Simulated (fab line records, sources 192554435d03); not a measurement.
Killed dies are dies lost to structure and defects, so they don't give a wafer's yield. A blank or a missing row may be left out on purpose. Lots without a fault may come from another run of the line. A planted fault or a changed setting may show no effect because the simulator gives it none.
Split-lot experiment | flow n5_finfet | 7 lots, 21 wafers read, on a route of 1938 steps

THE SPLIT
At N5_BEOL_M14_TRENCH_ETCH_34 (etches SiO2 in C4F8/O2/Ar, target depth 556.65 nm, time 126.9 s), the setting bias_w was moved away from the recipe's 2040 W on 5 of the 21 wafers read, by -15.9% to +16.3%. The other wafers ran this setting at the recipe's value.

The reading is taken at the split's own step.

THE READING
rf_vpp_V, in V, at N5_BEOL_M14_TRENCH_ETCH_34 (etches SiO2 in C4F8/O2/Ar, target depth 556.65 nm, time 126.9 s). Fault-free wafers of this fab line usually give 2222 V, standard deviation 37 V.

wafer  | tool, chamber at the split | bias_w as run, W | against the recipe | rf_vpp_V, V | against lot-mates on the recipe
L076.3 | rie_diel-02, 3             | 2040             | recipe             | 2247        | -
L076.4 | rie_diel-02, 2             | 2040             | recipe             | 2216        | -
L076.6 | rie_diel-02, 3             | 2040             | recipe             | 2244        | -
L078.2 | rie_diel-02, 1             | 1715             | -15.9%             | 1935        | -312
L078.3 | rie_diel-02, 3             | 2040             | recipe             | 2247        | -
L078.5 | rie_diel-02, 1             | 1715             | -15.9%             | 1934        | -313
L082.1 | rie_diel-06, 2             | 2040             | recipe             | 2255        | -
L082.4 | rie_diel-06, 1             | 2040             | recipe             | 2209        | -
L082.5 | rie_diel-06, 2             | 2040             | recipe             | 2257        | -
L081.1 | rie_diel-02, 0             | 2040             | recipe             | 2242        | -
L081.5 | rie_diel-02, 1             | 2040             | recipe             | 2187        | -
L081.6 | rie_diel-02, 0             | 2040             | recipe             | 2242        | -
L083.1 | rie_diel-06, 0             | 2040             | recipe             | 2231        | -
L083.4 | rie_diel-06, 2             | 2040             | recipe             | 2256        | -
L083.6 | rie_diel-06, 2             | 1765             | -13.5%             | 2038        | -206
L088.1 | rie_diel-03, 2             | 2373             | +16.3%             | 2549        | +250
L088.2 | rie_diel-03, 1             | 2373             | +16.3%             | 2475        | +176
L088.6 | rie_diel-03, 2             | 2040             | recipe             | 2299        | -
L093.1 | rie_diel-02, 0             | 2040             | recipe             | 2241        | -
L093.4 | rie_diel-02, 2             | 2040             | recipe             | 2212        | -
L093.5 | rie_diel-02, 1             | 2040             | recipe             | 2186        | -

THE FIT
A straight line over all 21 wafers: rf_vpp_V changes by +17.4 V for each +1% of bias_w; r = +0.98; the points scatter about the line by 30 V.
The same after taking each lot's own level away (the mean of its wafers on the recipe; 21 wafers): +16 V for each +1%; r = +0.97; scatter 31 V.
On that fit, the largest move of bias_w shifts the reading by 2.6e+02 V.
The lots' own levels span 2213.0 to 2299.0 V, that is 2.3 times the standard deviation above.
So the lot-to-lot level changes the slope little: the two slopes agree.
Check: with one of the wafers moved furthest among these (+16.3%) left out of the fit, the line predicts +252 V for it against its lot-mates. It came out at +250 V against them.
Tool readings at the split's step, against how far the setting was moved: rf_vpp_V r = +0.98.

OTHER SPLITS ON THESE WAFERS
These wafers also went through other splits before the reading. Each is held against what the fit with the lots' levels taken away leaves over:
other split on the same wafers      | wafers away from the commonest value | r with rf_vpp_V (lot level and that fit taken away)
N5_BEOL_M11_TRENCH_ETCH_37 source_w | 5                                    | -0.24
N5_BEOL_M13_ETCH_68 time_s          | 5                                    | -0.15
N5_BEOL_M13_SPUTTER_44 time_s       | 4                                    | -0.09
N5_BEOL_M14_ETCH_68 time_s          | 4                                    | -0.19

THE FILE'S OWN FIT
rf_vpp_V changes by +16 V for each +1% of bias_w, r = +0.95.
